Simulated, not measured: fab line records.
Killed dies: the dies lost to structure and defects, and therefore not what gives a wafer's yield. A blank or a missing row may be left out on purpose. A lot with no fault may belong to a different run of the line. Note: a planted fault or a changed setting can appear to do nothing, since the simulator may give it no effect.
fab line records	flow n5_finfet
record: lots: 7	wafers: 19	last_day: 17
route steps=1938 shown MOL_CONTACT_COAG@630 BEOL_M0_SAQP@632 BEOL_M4@1111 PASSIVATION@1936
lots that met no fault: taken from a fault-free run of the same line
start_h: hours from the record's opening day to when the first of the lot's shown wafers began	wait_h: hours elapsed since this lot's preceding step	" identical to the entry in the row above	L1.1+2: a single row standing in for several wafers	- value missing, or start not given	* or withheld: withheld	< > ~ a bound
route shown NAME@n: a module of which the file shows steps, and the number in the route of the first	usual: mean/standard deviation of fault-free wafers	same: alike in all rows	chamber/n: place in a boat	sites: readings site by site	_std_site: their standard deviation	_edge_site: the outer-site mean with the inner-site mean subtracted	radius_mm: how far each site lies from the wafer's centre	mask NAME#n: copy n	behind: tool/chamber where the wafer was last shaped	hold: cause of the lot's hold/its duration in hours/its outcome	device: transistor that didn't switch, given as n, p or np	end of line: the same wafers' tests at the end of the route	a step with no rows: only its recipe	killed: at the first sort, the dies lost to defects and structure; wafer yield is something else	map: a wafer's dies, x killed, . not, _ none there
set.NAME: the setting the step ran with; set.NAME@STEP: the setting that earlier step ran with	model.NAME: the simulator's own value behind a step, which no gauge read
lots seen at some steps along the route; tables by step, rows by wafer
services: a tool's chamber out of use, with start hour (start_h, from the record's first day; less than 0 if before it), hours out, and reason
== steps ==
step: N5_MOL_CONTACT_COAG_INSPECT_97
recipe: inspect_instrument: darkfield	mode: post_anneal
usual: raw_defect_count: 46/16
lot.wafer	tool	chamber	start_h	wait_h	raw_defect_count
L156.2	defect_inspect-02	-	155.42	0.0	32
L156.6	"	-	"	"	28
L158.3	defect_inspect-01	-	176.45	0.1	65
L158.4	"	-	"	"	53
L158.5	"	-	"	"	25
L159.4	defect_inspect-01	-	185.18	0.1	49
L159.5	"	-	"	"	38
L164.1	defect_inspect-01	-	208.21	0.0	33
L164.4	"	-	"	"	56
L164.5	"	-	"	"	38
L167.2	defect_inspect-01	-	228.48	0.1	35
L167.3	"	-	"	"	38
L167.4	"	-	"	"	67
L169.2	defect_inspect-01	-	236.04	0.0	40
L169.5	"	-	"	"	62
L169.6	"	-	"	"	30
L170.1	defect_inspect-02	-	246.42	0.0	27
L170.3	"	-	"	"	46
L170.6	"	-	"	"	52
step: N5_BEOL_M0_SAQP_PECVD_00
recipe: material: SiCN	target_thk_a: 80	temp_c: withheld	precursor: 3MS/NH3	pressure_torr: 3	rf_w: 202	time_s: 14
usual: showerhead_plenum_p_Torr: 3.671/0.0083	throttle_valve_pct: 8.9/0.6
lot.wafer	tool	chamber	start_h	wait_h	showerhead_plenum_p_Torr	since_wet_clean_h	throttle_valve_pct
L156.2	pecvd-04	0	155.74	0.2	3.682	860	9.4
L156.6	"	0	"	"	3.686	-	9.5
L158.3	pecvd-01	1	176.75	0.1	3.667	1787	8.5
L158.4	"	1	"	"	3.668	-	8.4
L158.5	"	0	"	"	3.678	-	9.6
L159.4	pecvd-01	1	185.47	0.1	3.668	-	8.3
L159.5	"	0	"	"	3.673	-	9.8
L164.1	pecvd-02	2	208.55	0.2	3.670	521	9.3
L164.4	"	0	"	"	3.684	-	9.7
L164.5	"	2	"	"	3.672	-	9.4
L167.2	pecvd-02	1	228.79	0.2	3.675	2020	8.5
L167.3	"	2	"	"	3.679	541	9.1
L167.4	"	0	"	"	3.668	-	9.9
L169.2	pecvd-01	1	236.36	0.2	3.661	1846	8.2
L169.5	"	1	"	"	3.670	-	8.3
L169.6	"	0	"	"	3.666	-	9.3
L170.1	pecvd-01	0	246.75	0.2	3.680	1132	9.7
L170.3	"	2	"	"	3.661	378	8.2
L170.6	"	0	"	"	3.671	-	9.3
step: N5_BEOL_M0_SAQP_ILD_DEP_01
recipe: material: SiOC	target_thk_a: 454.19	temp_c: 350	precursor: DEMS/O2	pressure_torr: 5	rf_w: 500	time_s: 8.7
usual: heater_power_w: 492/78	showerhead_plenum_p_Torr: 5.699/0.01	throttle_valve_pct: 11.8/0.77
lot.wafer	tool	chamber	start_h	wait_h	heater_power_w	showerhead_plenum_p_Torr	since_wet_clean_h	throttle_valve_pct
L156.2	pecvd-04	0	155.76	0.0	430	5.700	860	12.2
L156.6	"	0	"	"	441	5.712	-	12.1
L158.3	pecvd-01	1	176.78	0.0	541	5.700	1787	11.0
L158.4	"	1	"	"	552	5.690	-	10.9
L158.5	"	0	"	"	339	5.708	-	12.4
L159.4	pecvd-01	1	185.50	0.0	533	5.705	-	10.9
L159.5	"	0	"	"	368	5.712	-	12.1
L164.1	pecvd-02	2	208.57	0.0	432	5.709	521	12.2
L164.4	"	0	"	"	608	5.690	-	12.8
L164.5	"	2	"	"	434	5.708	-	11.8
L167.2	pecvd-02	1	228.82	0.0	485	5.704	2020	10.9
L167.3	"	2	"	"	424	5.689	541	12.2
L167.4	"	0	"	"	663	5.689	-	12.9
L169.2	pecvd-01	1	236.38	0.0	541	5.687	1847	10.9
L169.5	"	1	"	"	538	5.700	-	10.7
L169.6	"	0	"	"	365	5.709	-	12.3
L170.1	pecvd-01	0	246.78	0.0	359	5.704	1132	12.5
L170.3	"	2	"	"	564	5.683	378	11.0
L170.6	"	0	"	"	367	5.706	-	12.5
step: N5_BEOL_M0_SAQP_HM_DEP_02
recipe: material: TiN	target_thk_a: 120	temp_c: 25	chamber_pressure_pa: 0.49996
usual: throttle_valve_pct: 29.8/1.2
lot.wafer	tool	chamber	start_h	wait_h	throttle_valve_pct
L156.2	pvd_sputter-02	-	157.63	1.9	28.0
L156.6	"	-	"	"	28.1
L158.3	pvd_sputter-02	-	178.62	1.8	30.1
L158.4	"	-	"	"	31.3
L158.5	"	-	"	"	29.6
L159.4	pvd_sputter-01	-	185.53	0.0	32.0
L159.5	"	-	"	"	31.1
L164.1	pvd_sputter-03	-	208.85	0.3	30.4
L164.4	"	-	"	"	29.7
L164.5	"	-	"	"	28.8
L167.2	pvd_sputter-02	-	232.29	3.5	30.0
L167.3	"	-	"	"	31.1
L167.4	"	-	"	"	29.5
L169.2	pvd_sputter-02	-	236.71	0.3	29.6
L169.5	"	-	"	"	30.1
L169.6	"	-	"	"	28.4
L170.1	pvd_sputter-02	-	250.38	3.6	29.9
L170.3	"	-	"	"	31.5
L170.6	"	-	"	"	29.5
step: N5_BEOL_M0_SAQP_PECVD_03
recipe: material: SiCN	target_thk_a: 120	temp_c: withheld	precursor: 3MS/NH3	pressure_torr: 3	rf_w: 202	time_s: 21.1
step: N5_BEOL_M0_SAQP_PECVD_96
recipe: material: a-Si	target_thk_a: 450	temp_c: 350	precursor: SiH4/He	pressure_torr: 3	rf_w: 100	time_s: 45.2
step: N5_BEOL_M0_SAQP_PECVD_97
recipe: material: SiNx	target_thk_a: 230	temp_c: 350	precursor: SiH4/NH3/N2	pressure_torr: 1.5	rf_w: 300	time_s: 19.9
usual: heater_power_w: 560/75	showerhead_plenum_p_Torr: 5.17/0.036	throttle_valve_pct: 39.3/2.4
lot.wafer	tool	chamber	start_h	wait_h	heater_power_w	showerhead_plenum_p_Torr	since_wet_clean_h	throttle_valve_pct
L156.2	pecvd-04	2	157.83	0.0	578	5.17	81	38.2
L156.6	"	2	"	"	590	5.19	-	38.2
L158.3	pecvd-04	2	178.82	0.0	504	5.19	102	38.3
L158.4	"	1	"	"	562	5.16	-	39.8
L158.5	"	0	"	"	518	5.22	-	41.4
L159.4	pecvd-01	1	185.75	0.0	578	5.14	-	36.3
L159.5	"	0	"	"	401	5.21	-	42.2
L164.1	pecvd-04	1	209.04	0.0	553	5.18	1638	39.9
L164.4	"	0	"	"	539	5.22	-	41.6
L164.5	"	1	"	"	572	5.18	-	40.2
L167.2	pecvd-04	2	232.49	0.0	556	5.20	156	38.5
L167.3	"	1	"	"	523	5.18	1661	40.0
L167.4	"	1	"	"	562	5.16	-	40.2
L169.2	pecvd-01	0	236.91	0.0	436	5.21	1122	41.9
L169.5	"	0	"	"	430	5.21	-	41.6
L169.6	"	2	"	"	579	5.12	-	36.8
L170.1	pecvd-04	2	250.58	0.0	537	5.19	174	38.2
L170.3	"	0	"	"	521	5.21	954	42.0
L170.6	"	2	"	"	565	5.19	-	38.5
step: N5_BEOL_M0_SAQP_PECVD_04
recipe: material: a-Si	target_thk_a: 600	temp_c: 350	precursor: SiH4/He	pressure_torr: 3	rf_w: 100	time_s: 60.2
step: N5_BEOL_M0_SAQP_THK_MEAS_05
usual: thk_nm: 60.2/0.72
lot.wafer	tool	chamber	start_h	wait_h	thk_nm
L156.2	film_metro-02	-	157.96	0.1	60.3
L156.6	"	-	"	"	61.7
L158.3	film_metro-02	-	178.96	0.1	59.7
L158.4	"	-	"	"	61.0
L158.5	"	-	"	"	60.3
L159.4	film_metro-01	-	185.87	0.0	59.7
L159.5	"	-	"	"	60.3
L164.1	film_metro-01	-	209.18	0.1	60.5
L164.4	"	-	"	"	60.0
L164.5	"	-	"	"	60.6
L167.2	film_metro-02	-	232.62	0.1	59.0
L167.3	"	-	"	"	59.0
L167.4	"	-	"	"	60.7
L169.2	film_metro-02	-	237.04	0.1	58.9
L169.5	"	-	"	"	60.1
L169.6	"	-	"	"	59.4
L170.1	film_metro-01	-	250.71	0.1	60.7
L170.3	"	-	"	"	60.3
L170.6	"	-	"	"	60.5
step: N5_BEOL_M0_SAQP_HM_DEP_111
recipe: material: SiO2	target_thk_a: 120	temp_c: 400	precursor: SiH4/N2O	pressure_torr: 0.75	rf_w: 275	time_s: 7.2
usual: heater_power_w: 790/100	showerhead_plenum_p_Torr: 8.21/0.068
lot.wafer	tool	chamber	start_h	wait_h	heater_power_w	showerhead_plenum_p_Torr	since_wet_clean_h
L156.2	pecvd-01	2	158.00	0.0	735	8.07	289
L156.6	"	1	"	"	862	8.15	-
L158.3	pecvd-02	0	178.99	0.0	1001	8.17	1245
L158.4	"	1	"	"	812	8.23	-
L158.5	"	0	"	"	997	8.18	-
L159.4	pecvd-02	1	185.93	0.1	749	8.24	-
L159.5	"	2	"	"	672	8.26	-
L164.1	pecvd-01	1	209.21	0.0	766	8.15	1819
L164.4	"	0	"	"	546	8.28	-
L164.5	"	1	"	"	783	8.15	-
L167.2	pecvd-02	1	232.66	0.0	853	8.24	2024
L167.3	"	2	"	"	652	8.26	545
L167.4	"	1	"	"	834	8.25	-
L169.2	pecvd-04	1	237.08	0.0	886	8.21	1666
L169.5	"	0	"	"	790	8.28	-
L169.6	"	2	"	"	816	8.24	-
L170.1	pecvd-01	2	250.75	0.0	839	8.10	382
L170.3	"	0	"	"	578	8.28	1136
L170.6	"	2	"	"	860	8.08	-
step: N5_BEOL_M0_SAQP_COAT_81
recipe: resist: SOC	temp_c: 250	time_s: 60	spin_rpm: 1500	resist_thk_nm: 100
step: N5_BEOL_M0_SAQP_COAT_82
recipe: resist: SiARC	temp_c: 220	time_s: 60	spin_rpm: 1500	resist_thk_nm: 30
usual: chill_plate_temp_C: 23.00/0.11	exhaust_pa: 44.8/0.89	heater_power_total_W: 427.6/2.1	run_length_s: 66.22/0.13
lot.wafer	tool	chamber	start_h	wait_h	chill_plate_temp_C	exhaust_pa	heater_power_total_W	run_length_s
L156.2	litho_track-04	0	158.08	-	23.12	43.5	544.1	47.42
L156.6	"	0	"	"	23.18	43.9	426.3	66.09
L158.3	litho_track-04	0	179.07	-	23.10	45.5	426.4	66.03
L158.4	"	0	"	"	23.07	45.5	429.6	66.29
L158.5	"	0	"	"	23.16	45.7	541.0	47.37
L159.4	litho_track-04	0	185.98	-	23.08	44.3	430.4	66.08
L159.5	"	0	"	"	23.02	44.2	537.6	47.34
L164.1	litho_track-01	0	209.29	-	23.04	44.7	426.2	66.23
L164.4	"	0	"	"	23.29	42.7	426.3	66.16
L164.5	"	0	"	"	22.97	44.5	425.1	66.42
L167.2	litho_track-02	0	232.74	-	23.02	45.4	429.4	66.13
L167.3	"	0	"	"	22.96	46.4	429.5	66.08
L167.4	"	0	"	"	22.99	45.9	424.8	66.26
L169.2	litho_track-04	0	237.16	-	22.96	44.0	428.5	66.19
L169.5	"	0	"	"	22.85	45.8	429.1	66.28
L169.6	"	0	"	"	22.94	44.6	424.7	66.00
L170.1	litho_track-01	0	250.83	-	23.13	45.9	430.2	66.32
L170.3	"	0	"	"	23.13	45.2	429.3	66.23
L170.6	"	0	"	"	23.15	44.2	428.6	66.59
step: N5_BEOL_M0_SAQP_COAT_08
recipe: resist: CAR-ArF	spin_rpm: 1500	resist_thk_nm: 90
step: N5_BEOL_M4_RC_MEAS_101
usual: DIBL_N: 36.9/1.6	DIBL_P: 37.1/2	IOFF_N: 0.17/0.032	IOFF_P: 0.22/0.036	ION_N: 674/12	ION_P: 463/7.8	SS_N: 71.7/0.63	SS_P: 73.5/0.62	VT_N: 249/3.3	VT_P: -250/3.5
lot.wafer	tool	chamber	start_h	wait_h	DIBL_N[mV/V]	DIBL_P[mV/V]	IOFF_N[nA/um]	IOFF_P[nA/um]	ION_N[uA/um]	ION_P[uA/um]	SS_N[mV/dec]	SS_P[mV/dec]	VT_N[mV]	VT_P[mV]
L156.2	prober-02	0	229.29	0.4	36.9	37.7	0.18	0.22	676	456	71.7	73.7	249	-251
L156.6	"	0	"	"	32.9	35.0	0.12	0.18	668	463	70.4	72.9	253	-250
L158.3	prober-02	0	240.48	0.3	41.2	39.6	0.22	0.23	674	461	72.6	74.1	248	-253
L158.4	"	0	"	"	38.2	36.8	0.14	0.18	659	447	72.0	74.3	253	-256
L158.5	"	0	"	"	39.8	39.5	0.19	0.23	673	456	72.3	74.1	247	-250
L159.4	prober-01	0	250.03	0.5	38.0	41.7	0.21	0.25	690	473	72.3	74.5	248	-252
L159.5	"	0	"	"	35.7	36.1	0.14	0.17	660	449	71.8	73.1	256	-256
L164.1	prober-02	0	279.26	0.0	34.9	34.5	0.14	0.17	662	455	71.2	73.0	253	-254
L164.4	"	0	"	"	37.1	38.1	0.17	0.23	676	464	72.1	73.4	250	-248
L164.5	"	0	"	"	36.3	37.7	0.17	0.22	679	470	72.4	73.2	249	-252
L167.2	prober-02	0	298.55	0.2	35.2	33.8	0.13	0.21	677	471	70.9	73.2	254	-250
L167.3	"	0	"	"	34.8	32.4	0.12	0.18	657	456	71.0	72.9	254	-252
L167.4	"	0	"	"	36.9	35.5	0.15	0.24	689	475	71.6	73.8	249	-248
L169.2	prober-01	0	302.28	0.2	35.2	34.0	0.14	0.24	670	467	71.5	73.5	250	-246
L169.5	"	0	"	"	37.1	35.2	0.17	0.25	688	475	71.8	73.7	250	-246
L169.6	"	0	"	"	37.9	35.5	0.19	0.26	680	469	72.2	73.1	246	-245
L170.1	prober-01	0	309.93	0.0	36.5	37.0	0.16	0.23	683	469	71.9	73.0	248	-246
L170.3	"	0	"	"	36.5	38.3	0.15	0.25	669	463	71.4	73.4	252	-245
L170.6	"	0	"	"	36.6	37.2	0.16	0.24	675	467	71.7	73.4	249	-248
step: N5_PASSIVATION_PROBE_49
usual: defect_limited_yield: 90.9/1.6	killed_at_M0_to_M3: 34/11	killed_at_M4_up: 14/5.7	killed_at_contacts: 13/6.5	killed_at_front_end: 43/11	killed_at_other: 4/3.1	killed_dies: 107/19	killed_open: 71/14	killed_short: 35/7.9	sort_bin_5_function: 5.3/1.1	sort_bin_6_memory: 3.4/0.74	sort_n_pass: 1073/19	sort_yield_pct: 90.9/1.6
same: gross_dies: 1180	killed_at_back_side: 0	sort_bin_4_leakage[%]: 0	sort_bin_8_speed[%]: 0
lot.wafer	tool	chamber	start_h	wait_h	defect_limited_yield[%]	killed_at_M0_to_M3	killed_at_M4_up	killed_at_contacts	killed_at_front_end	killed_at_other	killed_dies	killed_open	killed_short	sort_bin_5_function[%]	sort_bin_6_memory[%]	sort_n_pass	sort_yield_pct[%]
L159.4	prober-01	-	347.78	0.2	93.5	14	3	16	43	1	77	50	27	3.4	2.9	1103	93.5
L159.5	prober-01	-	347.83	0.2	91.2	28	14	10	49	3	104	66	38	5.3	3.2	1076	91.2
L158.3	prober-01	-	348.03	0.4	88.9	34	17	30	48	2	131	96	35	5.9	4.7	1049	88.9
L158.4	prober-01	-	348.08	0.5	92.2	24	11	12	44	1	92	62	29	5.1	2.6	1088	92.2
L158.5	prober-01	-	348.13	0.5	90.3	42	15	20	35	2	114	78	36	6.3	2.7	1066	90.3
L167.2	prober-01	-	392.67	0.1	87.7	44	16	10	65	10	145	97	47	7.5	4.6	1035	87.7
L167.3	prober-01	-	392.72	0.1	91.9	20	8	8	52	7	95	60	34	5.4	2.3	1085	91.9
L167.4	prober-01	-	392.77	0.2	89.2	45	32	8	38	4	127	83	43	6.6	4.1	1053	89.2
L169.2	prober-02	-	407.42	0.1	92.9	35	11	4	28	6	84	60	24	3.8	3.1	1096	92.9
L169.5	prober-02	-	407.57	0.2	91.5	35	18	11	33	3	100	74	23	5.3	3.1	1080	91.5
L169.6	prober-02	-	407.62	0.3	92.5	16	8	18	39	8	89	65	24	4.1	3.3	1091	92.5
L170.1	prober-01	-	411.38	0.0	91.0	29	9	8	53	7	106	70	36	4.8	3.6	1074	91.0
L170.3	prober-01	-	411.48	0.1	94.4	31	7	5	19	4	66	38	27	2.8	2.6	1114	94.4
L170.6	prober-01	-	411.63	0.3	91.9	23	11	9	47	6	96	54	42	4.3	3.4	1084	91.9
killed by level:class
L159.4 MOL_CONTACT_COAG:geometric_particle:open=14 STI_FIN_REVEAL:geometric_particle:open=12 FIN_SAQP:geometric_particle:short=8 DUMMY_GATE:geometric_particle:open=6 ILD0:geometric_particle:open=3 ILD0:geometric_particle:short=3 BEOL_M0_SAQP:geometric_particle:short=3 BEOL_M3:geometric_particle:open=3
L159.5 STI_FIN_REVEAL:geometric_particle:open=10 MOL_CONTACT_COAG:geometric_particle:open=7 BEOL_M0:geometric_particle:open=7 DUMMY_GATE:geometric_particle:open=6 BEOL_M2:geometric_particle:open=6 FIN_SAQP:geometric_particle:open=5 DUMMY_GATE:geometric_particle:short=5 FIN_SAQP:geometric_particle:short=4
L158.3 MOL_CONTACT_COAG:geometric_particle:open=25 FIN_SAQP:geometric_particle:open=12 BEOL_M2:geometric_particle:open=11 STI_FIN_REVEAL:geometric_particle:open=10 BEOL_M1:geometric_particle:open=8 STI_FIN_REVEAL:geometric_particle:short=5 MOL_CONTACT_COAG:geometric_particle:short=5 STARTING-WAFER:geometric_particle:open=5
L158.4 STI_FIN_REVEAL:geometric_particle:open=10 MOL_CONTACT_COAG:geometric_particle:open=10 DUMMY_GATE:geometric_particle:open=7 BEOL_M0_SAQP:geometric_particle:short=7 BEOL_M4:geometric_particle:open=6 FIN_SAQP:geometric_particle:open=5 ILD0:geometric_particle:open=5 BEOL_M2:geometric_particle:open=4
L158.5 MOL_CONTACT_COAG:geometric_particle:open=17 BEOL_M0:geometric_particle:open=10 FIN_SAQP:geometric_particle:short=9 BEOL_M2:geometric_particle:open=9 BEOL_M4:geometric_particle:open=7 BEOL_M1:geometric_particle:short=6 STI_FIN_REVEAL:geometric_particle:open=6 STARTING-WAFER:geometric_particle:open=4
L167.2 FIN_SAQP:geometric_particle:open=22 FIN_SAQP:geometric_particle:short=16 BEOL_M0_SAQP:geometric_particle:open=12 BEOL_M0_SAQP:geometric_particle:short=12 MOL_CONTACT_COAG:geometric_particle:open=9 BEOL_M4:geometric_particle:open=8 ILD0:geometric_particle:open=6 BEOL_M0:geometric_particle:open=5
L167.3 STI_FIN_REVEAL:geometric_particle:open=9 FIN_SAQP:geometric_particle:open=8 FIN_SAQP:geometric_particle:short=6 ILD0:geometric_particle:open=5 MOL_CONTACT_COAG:geometric_particle:open=5 BEOL_M0:geometric_particle:open=5 BEOL_M1:geometric_particle:open=4 GATE_CUT:geometric_particle:short=4
L167.4 BEOL_M4:geometric_particle:open=14 BEOL_M0_SAQP:geometric_particle:open=13 FIN_SAQP:geometric_particle:open=12 BEOL_M0_SAQP:geometric_particle:short=11 FIN_SAQP:geometric_particle:short=8 BEOL_M1:geometric_particle:open=6 BEOL_M2:geometric_particle:open=6 MOL_CONTACT_COAG:geometric_particle:open=5
L169.2 STI_FIN_REVEAL:geometric_particle:open=8 BEOL_M1:geometric_particle:open=8 FIN_SAQP:geometric_particle:open=6 BEOL_M2:geometric_particle:open=6 BEOL_M3:geometric_particle:open=6 FIN_SAQP:geometric_particle:short=5 BEOL_M0_SAQP:geometric_particle:open=5 BEOL_M4:geometric_particle:open=5
L169.5 BEOL_M2:geometric_particle:open=18 FIN_SAQP:geometric_particle:short=9 MOL_CONTACT_COAG:geometric_particle:open=9 FIN_SAQP:geometric_particle:open=7 BEOL_M4:geometric_particle:open=7 STI_FIN_REVEAL:geometric_particle:open=7 BEOL_M3:geometric_particle:open=5 BEOL_M0_SAQP:geometric_particle:open=4
L169.6 MOL_CONTACT_COAG:geometric_particle:open=17 FIN_SAQP:geometric_particle:open=8 STI_FIN_REVEAL:geometric_particle:open=7 DUMMY_GATE:geometric_particle:open=7 FIN_SAQP:geometric_particle:short=5 BEOL_M3:geometric_particle:open=4 BEOL_M0_SAQP:geometric_particle:short=3 PASS1_CAP:geometric_particle:short=3
L170.1 FIN_SAQP:geometric_particle:open=13 GATE_CUT:geometric_particle:short=10 BEOL_M2:geometric_particle:open=8 BEOL_M1:geometric_particle:open=7 FIN_SAQP:geometric_particle:short=6 STI_FIN_REVEAL:geometric_particle:open=6 MOL_CONTACT_COAG:geometric_particle:open=6 GATE_CUT:geometric_particle:open=5
L170.3 BEOL_M2:geometric_particle:open=8 BEOL_M0_SAQP:geometric_particle:short=6 MOL_CONTACT_COAG:geometric_particle:open=4 BEOL_M0_SAQP:geometric_particle:open=4 BEOL_M3:geometric_particle:open=4 PASS1_CAP:geometric_particle:open=4 FIN_SAQP:geometric_particle:open=3 FIN_SAQP:geometric_particle:short=3
L170.6 BEOL_M2:geometric_particle:open=7 FIN_SAQP:geometric_particle:short=6 ILD0:geometric_particle:short=6 GATE_CUT:geometric_particle:short=6 MOL_CONTACT_COAG:geometric_particle:open=6 GATE_CUT:geometric_particle:open=5 BEOL_M0_SAQP:geometric_particle:open=5 FIN_SAQP:geometric_particle:open=4
== services ==
tool	chamber	start_h	hours	kind
pvd_sputter-01	-	149.90	7.8	repair
pecvd-04	-	151.02	2.8	pm
pecvd-02	-	157.09	1.2	repair
pecvd-02	0	160.48	9.3	repair
pecvd-02	-	170.23	1.2	repair
pvd_sputter-01	-	175.05	0.9	repair
pecvd-04	1	186.84	5.5	scheduled_down
pecvd-02	0	217.83	2.1	scheduled_down
pecvd-04	-	226.86	0.3	repair
pecvd-01	2	240.45	2.1	scheduled_down
== key ==
first_sign: step: N5_BEOL_M0_SAQP_COAT_82	reading: run_length_s	direction: down	sigmas: 99+	usual: *	struck: *
effect: step: N5_BEOL_M0_SAQP_COAT_82	reading: heater_power_total_W	direction: up	sigmas: 53	usual: *	struck: *
met_at N5_BEOL_M0_SAQP_COAT_82
struck_wafers L156.2,L158.5,L159.5
fault: kind: process_parameter_drift	tool: litho_track-04	chamber: -	onset_h: 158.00	steps: N5_BEOL_M0_SAQP_COAT_82	channel: time_s	offset: *	shape: step	end_h: 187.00	scope: struck_wafers_only	acts_in: *	stated: *
